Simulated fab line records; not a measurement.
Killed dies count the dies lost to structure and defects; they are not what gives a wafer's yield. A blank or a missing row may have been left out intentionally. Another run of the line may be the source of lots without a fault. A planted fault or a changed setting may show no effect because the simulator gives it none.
Matching of chambers :: flow n5Finfet :: N5_BEOL_M10_ETCH_65 on rieDiel-05 has 4 sister chambers
The step etches SiARC in CF4, target depth 39 nm, time 65 s. 8 wafers are shown with their chamber, then 7 later ones without.

== WAFERS WITH THEIR CHAMBER ==
wafer: L076.5
chamber: 1
drypumpMotorCurrentA (A): 5.8
showerheadPlenumPTorr (Torr): 2.09

wafer: L078.3
chamber: 0
drypumpMotorCurrentA (A): 6.5
showerheadPlenumPTorr (Torr): 2.10

wafer: L078.4
chamber: 1
drypumpMotorCurrentA (A): 5.8
showerheadPlenumPTorr (Torr): 2.09

wafer: L082.1
chamber: 3
drypumpMotorCurrentA (A): 6.6
showerheadPlenumPTorr (Torr): 2.19

wafer: L082.4
chamber: 2
drypumpMotorCurrentA (A): 5.1
showerheadPlenumPTorr (Torr): 2.25

wafer: L082.5
chamber: 3
drypumpMotorCurrentA (A): 6.6
showerheadPlenumPTorr (Torr): 2.19

wafer: L085.1
chamber: 0
drypumpMotorCurrentA (A): 6.4
showerheadPlenumPTorr (Torr): 2.09

wafer: L085.2
chamber: 2
drypumpMotorCurrentA (A): 5.1
showerheadPlenumPTorr (Torr): 2.25

== WAFERS WITH NO CHAMBER GIVEN ==
wafer: L085.4
drypumpMotorCurrentA (A): 6.6
showerheadPlenumPTorr (Torr): 2.19

wafer: L086.2
drypumpMotorCurrentA (A): 5.1
showerheadPlenumPTorr (Torr): 2.24

wafer: L086.5
drypumpMotorCurrentA (A): 5.8
showerheadPlenumPTorr (Torr): 2.08

wafer: L086.6
drypumpMotorCurrentA (A): 5.1
showerheadPlenumPTorr (Torr): 2.24

wafer: L096.1
drypumpMotorCurrentA (A): 5.1
showerheadPlenumPTorr (Torr): 2.24

wafer: L096.5
drypumpMotorCurrentA (A): 5.8
showerheadPlenumPTorr (Torr): 2.08

wafer: L096.6
drypumpMotorCurrentA (A): 6.6
showerheadPlenumPTorr (Torr): 2.18

== WHICH CHAMBER EACH WENT THROUGH ==
wafer: L085.4
from the rows above: 3
in truth: 3

wafer: L086.2
from the rows above: 2
in truth: 2

wafer: L086.5
from the rows above: 1
in truth: 1

wafer: L086.6
from the rows above: 2
in truth: 2

wafer: L096.1
from the rows above: 2
in truth: 2

wafer: L096.5
from the rows above: 1
in truth: 1

wafer: L096.6
from the rows above: 3
in truth: 3
Placed correctly: 7 of 7. From these rows, 0 cannot be placed. 0 placed wrongly.
How it was worked out, from the rows above alone: a wafer's distance from a chamber is the root of the sum, over the readings, of the square of ((its reading less the chamber's mean) divided by the reading's scatter). The wafer belongs to the nearest chamber; if the next one is less than 2 further off, it can't be placed. For every chamber, the mean is computed from those of its wafers that are shown. The scatter: the root of (the sum of the squares of (reading less its chamber's mean) over the shown wafers, divided by (wafers less chambers)).
